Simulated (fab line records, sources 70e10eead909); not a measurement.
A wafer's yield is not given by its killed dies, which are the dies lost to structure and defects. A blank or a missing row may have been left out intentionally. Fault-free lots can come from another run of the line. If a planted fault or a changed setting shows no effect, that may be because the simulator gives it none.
Chamber matching :: flow nand harc :: rie diel-10 running NHARC_A_STAIRCASE_STRIP_476: 4 sister chambers
The step strips in O2, time 20 s. 4 wafers are shown with their chamber, then 12 later ones without.

## EACH WAFER AND ITS CHAMBER
wafer: L091.5
chamber: 1
drypump motor current A (A): 6.7

wafer: L093.1
chamber: 2
drypump motor current A (A): 6.3

wafer: L093.2
chamber: 3
drypump motor current A (A): 5.2

wafer: L093.3
chamber: 0
drypump motor current A (A): 5.5

## WAFERS WHOSE CHAMBER IS MISSING
wafer: L093.4
drypump motor current A (A): 6.7

wafer: L093.5
drypump motor current A (A): 6.2

wafer: L093.6
drypump motor current A (A): 5.2

wafer: L096.4
drypump motor current A (A): 5.2

wafer: L096.5
drypump motor current A (A): 5.5

wafer: L096.6
drypump motor current A (A): 6.7

wafer: L094.2
drypump motor current A (A): 5.5

wafer: L094.3
drypump motor current A (A): 6.7

wafer: L094.4
drypump motor current A (A): 6.2

wafer: L097.2
drypump motor current A (A): 6.7

wafer: L097.5
drypump motor current A (A): 5.2

wafer: L097.6
drypump motor current A (A): 6.7

## WHICH CHAMBER EACH WENT THROUGH
wafer: L093.4
from the rows above: 1
in truth: 1

wafer: L093.5
from the rows above: 2
in truth: 2

wafer: L093.6
from the rows above: 3
in truth: 3

wafer: L096.4
from the rows above: 3
in truth: 3

wafer: L096.5
from the rows above: 0
in truth: 0

wafer: L096.6
from the rows above: 1
in truth: 1

wafer: L094.2
from the rows above: 0
in truth: 0

wafer: L094.3
from the rows above: 1
in truth: 1

wafer: L094.4
from the rows above: 2
in truth: 2

wafer: L097.2
from the rows above: 1
in truth: 1

wafer: L097.5
from the rows above: 3
in truth: 3

wafer: L097.6
from the rows above: 1
in truth: 1
12 of 12 placed correctly. Left unplaced by these rows: 0. Number placed wrongly: 0.
How it was worked out, from the rows above alone: a wafer's distance from a chamber is the root of the sum, over the readings, of the square of ((its reading less the chamber's mean) divided by the reading's scatter). If the next closest chamber is less than 2 further off than the closest, the wafer can't be placed; otherwise it belongs to the closest. A chamber's mean is the mean of its shown wafers. The scatter: root of mean squared gap, hidden wafer to nearest shown wafer, with one shown wafer a chamber.
